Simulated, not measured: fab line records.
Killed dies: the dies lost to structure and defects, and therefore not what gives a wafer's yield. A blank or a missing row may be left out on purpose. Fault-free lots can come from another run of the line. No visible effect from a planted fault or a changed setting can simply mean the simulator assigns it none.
fab line records	flow n5Finfet
[record] lots = 24	wafers = 72	lastDay = 20
route steps=1938 shown FIN_SAQP@152 STI_FIN_REVEAL@207 DUMMY_GATE@231
lots untouched by any fault: they come from a run of this same line in which no faults occurred
startH: hours from the record's opening day to when the first of the lot's shown wafers began	waitH: hours since the lot's step before	" unchanged from the row above	L1.1+2: one row covering several wafers at once	- value missing, or start not given	* or withheld: withheld	< > ~ a bound
route shown NAME@n: a module of which the file shows steps, and the number in the route of the first	usual: mean and standard deviation over wafers with no fault	same: alike in all rows	chamber/n: place in a boat	sites: the reading at each site	_std_site: the standard deviation of these	_edge_site: mean of outer sites minus mean of inner sites	radiusMm: for every site, how far away it sits from the centre of the wafer	mask NAME#n: copy n	behind: the last tool/chamber to shape the wafer	hold: what put the lot on hold/how long, in hours/how the hold closed	device: which transistor (n, p or np) failed to switch	end of line: the route-end tests of the same wafers	where a step has no rows: the recipe by itself	killed: count of dies lost to structure and defects at first sort (not the wafer's yield)	map: per-die view of a wafer (x killed, . not killed, _ where there is no die)
set.NAME: setting as actually run; set.NAME@STEP: the setting as run at that earlier step	model.NAME: the simulator's own value behind a step, which no gauge read
steps of the route over a sample of lots; a table a step, a row a wafer
services: the hour from which a tool's chamber was out of use, counted from the record's first day as startH (under 0 if before that day), plus the number of hours and why
[[steps]]
[step N5_FIN_SAQP_OCD_MEAS_76]
[usual] trenchDepthNm = 120.3/1.6
lot.wafer	tool	chamber	startH	waitH	trenchDepthNm
L074.4	ocd-01	-	26.22	0.0	120.1
L074.5	"	-	"	"	122.8
L074.6	"	-	"	"	121.3
L075.2	ocd-02	-	31.81	0.0	119.4
L075.4	"	-	"	"	120.0
L075.6	"	-	"	"	121.3
L076.1	ocd-01	-	40.59	0.0	119.0
L076.2	"	-	"	"	121.2
L076.5	"	-	"	"	121.6
L077.1	ocd-02	-	44.01	0.0	118.5
L077.3	"	-	"	"	119.1
L077.5	"	-	"	"	118.8
L078.2	ocd-01	-	50.10	0.0	120.9
L078.4	"	-	"	"	119.3
L078.5	"	-	"	"	119.6
L079.1	ocd-01	-	56.83	0.0	121.8
L079.2	"	-	"	"	119.4
L079.6	"	-	"	"	122.4
L080.1	ocd-01	-	63.87	0.0	121.4
L080.3	"	-	"	"	120.2
L080.6	"	-	"	"	120.6
L081.3	ocd-02	-	68.15	0.0	120.6
L081.4	"	-	"	"	120.4
L081.5	"	-	"	"	122.4
L082.2	ocd-02	-	74.61	0.0	123.7
L082.3	"	-	"	"	120.1
L082.5	"	-	"	"	121.5
L083.1	ocd-02	-	80.11	0.0	119.1
L083.5	"	-	"	"	118.7
L083.6	"	-	"	"	118.7
L084.1	ocd-02	-	86.39	0.0	118.8
L084.3	"	-	"	"	120.7
L084.6	"	-	"	"	118.6
L085.1	ocd-01	-	92.03	0.0	122.7
L085.2	"	-	"	"	119.5
L085.6	"	-	"	"	123.7
L086.3	ocd-01	-	99.10	0.0	121.1
L086.4	"	-	"	"	118.1
L086.5	"	-	"	"	121.9
L087.3	ocd-02	-	105.91	0.0	122.4
L087.5	"	-	"	"	119.0
L087.6	"	-	"	"	120.9
L088.1	ocd-01	-	111.12	0.0	120.6
L088.2	"	-	"	"	120.0
L088.5	"	-	"	"	120.9
L089.1	ocd-02	-	117.41	0.0	118.6
L089.3	"	-	"	"	122.0
L089.4	"	-	"	"	122.2
L090.2	ocd-01	-	122.51	0.0	119.5
L090.3	"	-	"	"	121.7
L090.4	"	-	"	"	123.3
L091.3	ocd-02	-	128.40	0.0	119.1
L091.5	"	-	"	"	123.1
L091.6	"	-	"	"	119.9
L092.2	ocd-01	-	134.76	0.0	121.0
L092.5	"	-	"	"	118.6
L092.6	"	-	"	"	120.8
L093.1	ocd-02	-	140.33	0.0	121.1
L093.4	"	-	"	"	121.3
L093.5	"	-	"	"	122.0
L094.1	ocd-02	-	146.04	0.0	118.5
L094.5	"	-	"	"	118.0
L094.6	"	-	"	"	120.8
L095.2	ocd-01	-	152.19	0.0	116.1
L095.3	"	-	"	"	117.6
L095.5	"	-	"	"	120.1
L096.1	ocd-02	-	158.45	0.0	121.1
L096.3	"	-	"	"	122.2
L096.5	"	-	"	"	122.6
L097.1	ocd-02	-	163.92	0.0	118.8
L097.2	"	-	"	"	118.8
L097.3	"	-	"	"	117.9
[step N5_STI_FIN_REVEAL_CD_MEAS_22]
[recipe] targetCdNm = 6.238	pitchNm = 28	polarity = line
[usual] cdNm = 6.34/0.26
lot.wafer	tool	chamber	startH	waitH	cdNm
L074.4	cdSem-03	-	36.34	0.0	6.62
L074.5	"	-	"	"	6.11
L074.6	"	-	"	"	6.25
L075.2	cdSem-03	-	43.26	0.0	6.28
L075.4	"	-	"	"	6.70
L075.6	"	-	"	"	6.37
L076.1	cdSem-03	-	51.12	0.0	6.34
L076.2	"	-	"	"	6.37
L076.5	"	-	"	"	6.70
L077.1	cdSem-03	-	55.19	0.0	6.73
L077.3	"	-	"	"	6.14
L077.5	"	-	"	"	6.24
L078.2	cdSem-02	-	60.78	0.0	5.90
L078.4	"	-	"	"	6.56
L078.5	"	-	"	"	6.17
L079.1	cdSem-03	-	67.62	0.0	6.33
L079.2	"	-	"	"	6.00
L079.6	"	-	"	"	6.38
L080.1	cdSem-02	-	74.11	0.0	6.32
L080.3	"	-	"	"	6.33
L080.6	"	-	"	"	7.02
L081.3	cdSem-01	-	78.10	0.0	6.37
L081.4	"	-	"	"	6.22
L081.5	"	-	"	"	6.48
L082.2	cdSem-03	-	84.73	0.0	6.78
L082.3	"	-	"	"	6.52
L082.5	"	-	"	"	6.63
L083.1	cdSem-02	-	90.50	0.0	6.26
L083.5	"	-	"	"	6.21
L083.6	"	-	"	"	6.19
L084.1	cdSem-03	-	96.93	0.0	5.87
L084.3	"	-	"	"	6.19
L084.6	"	-	"	"	5.97
L085.1	cdSem-01	-	103.06	0.0	6.32
L085.2	"	-	"	"	6.18
L085.6	"	-	"	"	6.20
L086.3	cdSem-01	-	110.90	0.0	6.35
L086.4	"	-	"	"	5.87
L086.5	"	-	"	"	6.68
L087.3	cdSem-02	-	116.04	0.0	6.60
L087.5	"	-	"	"	6.15
L087.6	"	-	"	"	6.32
L088.1	cdSem-02	-	121.12	0.0	6.52
L088.2	"	-	"	"	5.96
L088.5	"	-	"	"	6.53
L089.1	cdSem-01	-	128.34	0.0	6.48
L089.3	"	-	"	"	6.70
L089.4	"	-	"	"	6.56
L090.2	cdSem-01	-	132.79	0.0	6.59
L090.3	"	-	"	"	6.51
L090.4	"	-	"	"	6.38
L091.3	cdSem-01	-	138.37	0.0	6.35
L091.5	"	-	"	"	6.33
L091.6	"	-	"	"	6.65
L092.2	cdSem-03	-	145.30	0.0	6.65
L092.5	"	-	"	"	5.74
L092.6	"	-	"	"	6.24
L093.1	cdSem-03	-	150.55	0.0	6.41
L093.4	"	-	"	"	6.46
L093.5	"	-	"	"	6.23
L094.1	cdSem-02	-	156.75	0.0	6.12
L094.5	"	-	"	"	6.01
L094.6	"	-	"	"	5.71
L095.2	cdSem-01	-	162.28	0.0	6.22
L095.3	"	-	"	"	6.11
L095.5	"	-	"	"	5.97
L096.1	cdSem-02	-	169.12	0.0	6.44
L096.3	"	-	"	"	6.59
L096.5	"	-	"	"	6.45
L097.1	cdSem-03	-	174.74	0.0	6.37
L097.2	"	-	"	"	6.50
L097.3	"	-	"	"	5.89
[step N5_DUMMY_GATE_CD_MEAS_15]
[recipe] targetCdNm = 25.8	landingEnergyEv = 500	detector = seInlens
[usual] cdNm = 25.00/0.23
[same] landingEnergyEv = 500
lot.wafer	tool	chamber	startH	waitH	cdNm
L074.4	cdSem-03	0	45.96	-	24.73
L074.5	"	0	"	"	24.90
L074.6	"	0	"	"	24.73
L075.2	cdSem-01	0	52.86	-	24.67
L075.4	"	0	"	"	25.12
L075.6	"	0	"	"	24.45
L076.1	cdSem-02	0	59.73	-	24.98
L076.2	"	0	"	"	24.85
L076.5	"	0	"	"	25.03
L077.1	cdSem-01	0	63.79	-	25.04
L077.3	"	0	"	"	24.89
L077.5	"	0	"	"	24.93
L078.2	cdSem-02	0	69.49	-	25.40
L078.4	"	0	"	"	25.26
L078.5	"	0	"	"	25.27
L079.1	cdSem-03	0	76.21	-	25.35
L079.2	"	0	"	"	25.09
L079.6	"	0	"	"	24.93
L080.1	cdSem-03	0	84.64	-	24.86
L080.3	"	0	"	"	25.18
L080.6	"	0	"	"	25.10
L081.3	cdSem-02	0	88.67	-	24.97
L081.4	"	0	"	"	24.99
L081.5	"	0	"	"	24.95
L082.2	cdSem-03	0	93.32	-	24.93
L082.3	"	0	"	"	24.81
L082.5	"	0	"	"	24.68
L083.1	cdSem-01	0	99.09	-	25.43
L083.5	"	0	"	"	24.78
L083.6	"	0	"	"	25.06
L084.1	cdSem-02	0	105.51	-	24.65
L084.3	"	0	"	"	25.07
L084.6	"	0	"	"	25.23
L085.1	cdSem-01	0	111.65	-	25.39
L085.2	"	0	"	"	24.76
L085.6	"	0	"	"	24.56
L086.3	cdSem-02	0	120.06	-	24.78
L086.4	"	0	"	"	25.08
L086.5	"	0	"	"	25.18
L087.3	cdSem-03	0	124.64	-	25.29
L087.5	"	0	"	"	25.09
L087.6	"	0	"	"	25.14
L088.1	cdSem-01	0	129.82	-	24.69
L088.2	"	0	"	"	25.02
L088.5	"	0	"	"	24.88
L089.1	cdSem-02	0	136.93	-	25.03
L089.3	"	0	"	"	25.19
L089.4	"	0	"	"	24.94
L090.2	cdSem-02	0	141.56	-	25.05
L090.3	"	0	"	"	25.24
L090.4	"	0	"	"	24.98
L091.3	cdSem-02	0	147.47	-	24.97
L091.5	"	0	"	"	24.81
L091.6	"	0	"	"	25.00
L092.2	cdSem-02	0	153.90	-	25.19
L092.5	"	0	"	"	24.72
L092.6	"	0	"	"	25.17
L093.1	cdSem-03	0	160.37	-	24.86
L093.4	"	0	"	"	25.02
L093.5	"	0	"	"	25.17
L094.1	cdSem-03	0	165.33	-	24.82
L094.5	"	0	"	"	25.25
L094.6	"	0	"	"	25.12
L095.2	cdSem-01	0	170.86	-	25.05
L095.3	"	0	"	"	24.64
L095.5	"	0	"	"	24.66
L096.1	cdSem-02	0	179.87	-	24.85
L096.3	"	0	"	"	24.57
L096.5	"	0	"	"	24.75
L097.1	cdSem-03	0	185.29	-	25.18
L097.2	"	0	"	"	25.14
L097.3	"	0	"	"	24.96
[step N5_DUMMY_GATE_ETCH_44]
[recipe] chemistry = HBr/O2	overEtchFrac = 0.7	targetDepthA = 1275	stopOn = SiO2	ionEnergyEv = 60	biasW = 20	target = poly-Si	maskMaterial = SiO2	pressureMtorr = 20	icpW = 400	HBr_flow_sccm = 120	O2_flow_sccm = 10
[usual] drypumpMotorCurrentA = 5.7/0.44	heBacksideLeakSccm = 2.8/0.36	oesProductAu = 0.723/0.015	throttleValvePct = 18.41/0.13
lot.wafer	tool	chamber	startH	waitH	drypumpMotorCurrentA	heBacksideLeakSccm	oesProductAu	rfHoursCounterH	throttleValvePct
L074.4	rieSi-04	1	47.00	0.0	6.0	2.9	0.744	-	18.36
L074.5	"	0	"	"	6.0	2.8	0.740	-	18.56
L074.6	"	2	"	"	5.4	2.9	0.709	-	18.39
L075.2	rieSi-01	0	53.75	0.0	5.8	2.7	0.709	31	18.22
L075.4	"	2	"	"	5.7	2.2	0.720	55	18.31
L075.6	"	1	"	"	5.4	3.1	0.727	-	18.29
L076.1	rieSi-04	1	61.05	0.0	6.0	3.0	0.737	2	18.36
L076.2	"	3	"	"	6.4	2.9	0.733	175	18.19
L076.5	"	1	"	"	6.0	2.9	0.728	-	18.36
L077.1	rieSi-06	2	64.76	0.0	4.9	2.6	0.760	47	18.49
L077.3	"	3	"	"	5.1	3.0	0.725	180	18.50
L077.5	"	2	"	"	4.9	2.3	0.743	-	18.48
L078.2	rieSi-04	1	70.78	0.0	6.0	2.9	0.733	2	18.36
L078.4	"	2	"	"	5.4	2.8	0.715	165	18.39
L078.5	"	1	"	"	6.0	2.9	0.735	-	18.35
L079.1	rieSi-06	1	77.19	0.0	6.0	3.2	0.704	153	18.63
L079.2	"	2	"	"	4.9	2.3	0.728	47	18.49
L079.6	"	0	"	"	5.6	2.3	0.713	-	18.49
L080.1	rieSi-01	3	85.53	0.0	6.1	2.6	0.695	121	18.27
L080.3	"	2	"	"	5.7	2.1	0.724	55	18.31
L080.6	"	2	"	"	5.7	2.2	0.726	-	18.31
L081.3	rieSi-06	3	89.86	0.0	5.0	3.2	0.731	180	18.49
L081.4	"	0	"	"	5.6	2.4	0.729	1	18.50
L081.5	"	0	"	"	5.6	2.4	0.736	-	18.50
L082.2	rieSi-04	0	94.35	0.0	6.0	2.8	0.738	156	18.55
L082.3	"	1	"	"	6.0	2.9	0.725	3	18.37
L082.5	"	1	"	"	6.0	2.9	0.737	-	18.34
L083.1	rieSi-01	3	100.12	0.0	6.1	2.8	0.707	121	18.27
L083.5	"	3	"	"	6.1	2.7	0.714	-	18.26
L083.6	"	0	"	"	5.8	2.6	0.716	-	18.22
L084.1	rieSi-06	0	106.40	0.0	5.6	2.3	0.721	1	18.51
L084.3	"	2	"	"	4.9	2.5	0.736	47	18.50
L084.6	"	2	"	"	4.9	2.6	0.746	-	18.49
L085.1	rieSi-01	2	112.66	0.0	5.7	2.2	0.722	56	18.33
L085.2	"	3	"	"	6.1	2.8	0.706	121	18.26
L085.6	"	2	"	"	5.7	2.3	0.714	-	18.30
L086.3	rieSi-01	1	120.97	0.0	5.4	3.2	0.729	113	18.29
L086.4	"	0	"	"	5.8	2.5	0.706	33	18.21
L086.5	"	1	"	"	5.4	3.2	0.720	-	18.30
L087.3	rieSi-01	2	125.55	0.0	5.7	2.2	0.710	56	18.31
L087.5	"	1	"	"	5.4	3.1	0.721	-	18.31
L087.6	"	2	"	"	5.7	2.0	0.712	-	18.32
L088.1	rieSi-06	0	130.72	0.0	5.6	2.4	0.727	2	18.49
L088.2	"	2	"	"	4.9	2.3	0.732	48	18.50
L088.5	"	1	"	"	6.0	3.2	0.715	-	18.63
L089.1	rieSi-04	2	138.14	0.0	5.4	2.9	0.714	166	18.40
L089.3	"	3	"	"	6.4	2.6	0.738	176	18.19
L089.4	"	1	"	"	6.0	2.9	0.743	4	18.36
L090.2	rieSi-04	0	142.69	0.0	6.1	2.7	0.739	157	18.55
L090.3	"	3	"	"	6.4	3.2	0.743	176	18.17
L090.4	"	2	"	"	5.4	2.9	0.709	166	18.41
L091.3	rieSi-04	3	148.36	0.0	6.4	2.8	0.745	176	18.19
L091.5	"	1	"	"	6.0	2.9	0.740	-	18.36
L091.6	"	2	"	"	5.4	2.7	0.703	-	18.40
L092.2	rieSi-06	2	155.03	0.0	4.9	2.3	0.744	48	18.48
L092.5	"	3	"	"	5.1	3.2	0.726	-	18.51
L092.6	"	2	"	"	4.9	2.3	0.719	-	18.49
L093.1	rieSi-04	1	161.26	0.0	6.0	2.9	0.728	4	18.35
L093.4	"	3	"	"	6.4	2.9	0.745	177	18.18
L093.5	"	1	"	"	6.0	2.9	0.725	-	18.37
L094.1	rieSi-06	3	166.23	0.0	5.1	3.2	0.718	182	18.50
L094.5	"	2	"	"	4.9	2.5	0.727	-	18.50
L094.6	"	3	"	"	5.1	3.1	0.707	-	18.50
L095.2	rieSi-01	1	171.75	0.0	5.4	3.1	0.723	114	18.30
L095.3	"	2	"	"	5.7	2.4	0.713	57	18.32
L095.5	"	0	"	"	5.8	2.4	0.707	-	18.21
L096.1	rieSi-06	0	180.82	0.0	5.6	2.6	0.725	2	18.50
L096.3	"	1	"	"	6.0	3.2	0.705	154	18.63
L096.5	"	3	"	"	5.1	3.2	0.720	-	18.50
L097.1	rieSi-06	1	186.19	0.0	6.0	3.4	0.711	155	18.61
L097.2	"	2	"	"	4.9	2.4	0.742	49	18.47
L097.3	"	3	"	"	5.1	3.2	0.717	182	18.50
[step N5_DUMMY_GATE_CD_MEAS_24]
[recipe] targetCdNm = 15
[usual] cdNm = 15.0/0.41
lot.wafer	tool	chamber	startH	waitH	cdNm
L074.4	cdSem-01	-	47.08	0.0	15.2
L074.5	"	-	"	"	14.5
L074.6	"	-	"	"	14.4
L075.2	cdSem-02	-	53.86	0.1	14.4
L075.4	"	-	"	"	15.4
L075.6	"	-	"	"	14.6
L076.1	cdSem-03	-	61.16	0.1	14.6
L076.2	"	-	"	"	15.3
L076.5	"	-	"	"	15.1
L077.1	cdSem-02	-	64.87	0.1	14.7
L077.3	"	-	"	"	14.5
L077.5	"	-	"	"	15.1
L078.2	cdSem-03	-	70.89	0.1	15.0
L078.4	"	-	"	"	15.2
L078.5	"	-	"	"	15.6
L079.1	cdSem-02	-	77.30	0.1	14.4
L079.2	"	-	"	"	14.9
L079.6	"	-	"	"	15.0
L080.1	cdSem-02	-	85.64	0.1	15.4
L080.3	"	-	"	"	14.8
L080.6	"	-	"	"	14.3
L081.3	cdSem-01	-	89.98	0.1	14.8
L081.4	"	-	"	"	15.5
L081.5	"	-	"	"	15.0
L082.2	cdSem-03	-	94.47	0.1	14.9
L082.3	"	-	"	"	15.0
L082.5	"	-	"	"	15.0
L083.1	cdSem-01	-	100.23	0.1	15.4
L083.5	"	-	"	"	15.6
L083.6	"	-	"	"	14.9
L084.1	cdSem-02	-	106.51	0.1	14.9
L084.3	"	-	"	"	15.0
L084.6	"	-	"	"	15.3
L085.1	cdSem-02	-	112.77	0.1	14.7
L085.2	"	-	"	"	15.3
L085.6	"	-	"	"	14.9
L086.3	cdSem-01	-	121.09	0.1	15.2
L086.4	"	-	"	"	16.0
L086.5	"	-	"	"	15.0
L087.3	cdSem-02	-	125.67	0.1	15.4
L087.5	"	-	"	"	15.0
L087.6	"	-	"	"	15.9
L088.1	cdSem-03	-	130.82	0.1	14.9
L088.2	"	-	"	"	14.8
L088.5	"	-	"	"	15.5
L089.1	cdSem-03	-	138.25	0.1	14.3
L089.3	"	-	"	"	15.5
L089.4	"	-	"	"	14.9
L090.2	cdSem-02	-	142.80	0.1	15.4
L090.3	"	-	"	"	15.5
L090.4	"	-	"	"	15.4
L091.3	cdSem-03	-	148.47	0.1	14.5
L091.5	"	-	"	"	14.6
L091.6	"	-	"	"	14.8
L092.2	cdSem-01	-	155.14	0.1	15.0
L092.5	"	-	"	"	15.2
L092.6	"	-	"	"	15.6
L093.1	cdSem-02	-	161.37	0.1	15.2
L093.4	"	-	"	"	15.5
L093.5	"	-	"	"	15.2
L094.1	cdSem-01	-	166.34	0.1	14.9
L094.5	"	-	"	"	14.5
L094.6	"	-	"	"	15.6
L095.2	cdSem-01	-	171.86	0.1	14.9
L095.3	"	-	"	"	14.9
L095.5	"	-	"	"	14.7
L096.1	cdSem-01	-	180.93	0.1	14.6
L096.3	"	-	"	"	14.2
L096.5	"	-	"	"	14.4
L097.1	cdSem-01	-	186.30	0.1	14.7
L097.2	"	-	"	"	15.0
L097.3	"	-	"	"	14.9
[step N5_DUMMY_GATE_STRIP_48]
[recipe] chemistry = N2/H2	timeS = 20	powerW = 100	tempC = 40	pressureMtorr = 100	rfFrequencyHz = 6e+07	biasPowerW = 3	n2FlowSccm = 300	h2FlowSccm = 300
[usual] drypumpMotorCurrentA = 5.7/0.47	oesProductAu = 0.80/0.071	rfVppV = 45.3/0.82	showerheadPlenumPTorr = 3.39/0.11	throttleValvePct = 12.11/0.23
lot.wafer	tool	chamber	startH	waitH	drypumpMotorCurrentA	oesProductAu	rfHoursCounterH	rfVppV	showerheadPlenumPTorr	throttleValvePct
L074.4	rieDiel-05	3	47.17	0.0	6.1	0.81	105	44.3	3.41	12.20
L074.5	"	1	"	"	6.5	0.69	-	46.3	3.33	12.42
L074.6	"	2	"	"	4.9	0.97	-	46.1	3.46	11.79
L075.2	rieDiel-06	2	54.06	0.0	6.0	0.83	73	44.7	3.43	12.37
L075.4	"	3	"	"	5.7	0.78	116	45.6	3.52	12.03
L075.6	"	0	"	"	5.9	0.78	-	45.4	3.54	11.98
L076.1	rieDiel-05	2	61.26	0.0	4.9	0.93	10	46.0	3.45	11.78
L076.2	"	0	"	"	5.6	0.73	170	45.0	3.36	12.28
L076.5	"	3	"	"	6.1	0.81	-	46.2	3.41	12.22
L077.1	rieDiel-03	0	64.96	0.0	5.4	0.80	126	45.2	3.40	12.02
L077.3	"	1	"	"	5.4	0.99	2	45.4	3.30	11.65
L077.5	"	0	"	"	5.5	0.79	-	44.6	3.40	12.01
L078.2	rieDiel-05	3	71.01	0.0	6.1	0.81	113	45.7	3.41	12.23
L078.4	"	1	"	"	6.5	0.68	-	43.0	3.33	12.44
L078.5	"	2	"	"	4.8	0.93	-	44.4	3.45	11.81
L079.1	rieDiel-06	2	77.47	0.0	6.0	0.82	79	45.6	3.42	12.38
L079.2	"	3	"	"	5.7	0.78	124	45.5	3.51	12.07
L079.6	"	0	"	"	5.9	0.78	-	46.3	3.54	11.99
L080.1	rieDiel-05	1	86.23	0.0	6.5	0.68	235	45.1	3.32	12.49
L080.3	"	2	"	"	4.8	0.92	19	45.4	3.45	11.81
L080.6	"	0	"	"	5.6	0.72	-	44.7	3.35	12.31
L081.3	rieDiel-06	0	90.07	0.0	5.9	0.78	133	45.4	3.54	11.99
L081.4	"	1	"	"	5.6	0.82	98	44.1	3.16	12.37
L081.5	"	0	"	"	5.9	0.77	-	46.0	3.54	12.02
L082.2	rieDiel-05	3	94.56	0.0	6.1	0.80	121	43.8	3.40	12.26
L082.3	"	1	"	"	6.5	0.68	238	46.5	3.32	12.46
L082.5	"	2	"	"	4.8	0.91	-	45.3	3.45	11.81
L083.1	rieDiel-03	1	100.32	0.0	5.4	0.95	12	46.9	3.29	11.67
L083.5	"	3	"	"	5.1	0.86	-	46.0	3.56	12.11
L083.6	"	2	"	"	6.1	0.77	-	44.9	3.25	11.90
L084.1	rieDiel-06	3	106.61	0.0	5.7	0.77	132	47.5	3.51	12.09
L084.3	"	2	"	"	6.1	0.79	87	45.2	3.42	12.40
L084.6	"	3	"	"	5.7	0.76	-	45.3	3.51	12.09
L085.1	rieDiel-05	1	113.09	0.0	6.5	0.67	243	46.0	3.32	12.47
L085.2	"	2	"	"	4.9	0.90	26	44.3	3.44	11.83
L085.6	"	1	"	"	6.5	0.67	-	45.9	3.32	12.49
L086.3	rieDiel-06	3	121.18	0.0	5.7	0.76	137	45.3	3.50	12.10
L086.4	"	1	"	"	5.5	0.82	104	44.7	3.16	12.38
L086.5	"	3	"	"	5.7	0.77	-	46.2	3.50	12.10
L087.3	rieDiel-06	2	125.76	0.0	6.0	0.80	94	45.0	3.42	12.41
L087.5	"	2	"	"	6.1	0.80	-	46.2	3.42	12.42
L087.6	"	1	"	"	5.5	0.81	-	45.1	3.16	12.39
L088.1	rieDiel-05	2	130.92	0.0	4.9	0.89	32	44.4	3.44	11.85
L088.2	"	1	"	"	6.5	0.67	248	46.5	3.32	12.49
L088.5	"	1	"	"	6.5	0.67	-	45.8	3.32	12.48
L089.1	rieDiel-03	3	138.35	0.0	5.1	0.84	76	45.0	3.55	12.16
L089.3	"	0	"	"	5.5	0.77	150	45.3	3.39	12.08
L089.4	"	2	"	"	6.1	0.76	153	42.9	3.25	11.91
L090.2	rieDiel-03	3	143.00	0.0	5.1	0.85	78	45.6	3.55	12.18
L090.3	"	1	"	"	5.4	0.91	27	46.4	3.28	11.72
L090.4	"	0	"	"	5.5	0.77	152	44.0	3.38	12.09
L091.3	rieDiel-03	0	148.56	0.0	5.5	0.76	153	44.8	3.38	12.09
L091.5	"	2	"	"	6.1	0.75	-	44.9	3.25	11.95
L091.6	"	3	"	"	5.1	0.83	-	45.4	3.55	12.16
L092.2	rieDiel-05	2	155.23	0.0	4.8	0.87	40	46.2	3.44	11.87
L092.5	"	0	"	"	5.6	0.71	-	45.6	3.34	12.34
L092.6	"	2	"	"	4.9	0.87	-	47.3	3.44	11.85
L093.1	rieDiel-05	3	161.46	0.0	6.1	0.78	142	44.6	3.39	12.30
L093.4	"	3	"	"	6.1	0.78	-	45.0	3.39	12.30
L093.5	"	0	"	"	5.6	0.71	-	45.6	3.34	12.35
L094.1	rieDiel-03	2	166.44	0.0	6.1	0.75	161	44.6	3.24	11.94
L094.5	"	1	"	"	5.4	0.89	-	46.4	3.28	11.76
L094.6	"	2	"	"	6.1	0.75	-	47.0	3.24	11.95
L095.2	rieDiel-03	3	171.96	0.0	5.1	0.81	87	45.1	3.55	12.17
L095.3	"	0	"	"	5.5	0.76	162	45.0	3.38	12.12
L095.5	"	0	"	"	5.5	0.76	-	45.7	3.38	12.12
L096.1	rieDiel-03	1	181.08	0.0	5.4	0.89	39	44.9	3.28	11.75
L096.3	"	3	"	"	5.1	0.82	89	45.8	3.54	12.18
L096.5	"	0	"	"	5.5	0.76	-	45.3	3.38	12.11
L097.1	rieDiel-03	0	186.39	0.0	5.5	0.76	166	44.3	3.38	12.13
L097.2	"	2	"	"	6.2	0.75	167	45.2	3.24	11.97
L097.3	"	1	"	"	5.4	0.89	40	45.0	3.28	11.74
[[services]]
tool	chamber	startH	hours	kind
rieSi-06	3	23.44	1.9	repair
rieSi-06	3	27.42	1.4	repair
rieDiel-03	1	29.38	-	clean
rieDiel-03	1	29.38	-	consumableReplace:focusRing
rieDiel-03	1	29.38	28.7	scheduledDown
rieSi-01	3	31.87	8.5	repair
rieDiel-06	2	32.85	16.9	repair
rieSi-04	3	45.57	4.1	repair
rieSi-04	-	50.82	2.2	repair
rieDiel-05	0	51.68	3.7	repair
rieSi-04	-	54.79	0.3	repair
rieSi-01	-	67.96	0.6	repair
rieDiel-06	1	68.99	2.8	repair
rieDiel-06	1	75.09	4.7	repair
rieSi-06	1	81.23	2.9	repair
rieDiel-06	1	99.01	14.3	repair
rieDiel-03	2	102.53	7.6	repair
rieSi-01	1	107.74	7.3	repair
rieSi-04	2	121.91	6.5	repair
rieDiel-05	1	134.88	12.3	repair
rieSi-01	2	139.71	5.5	repair
rieDiel-06	1	142.70	5.8	repair
rieDiel-06	2	160.23	3.0	repair
rieSi-01	-	160.32	2.8	pm
[[key]]
fault none
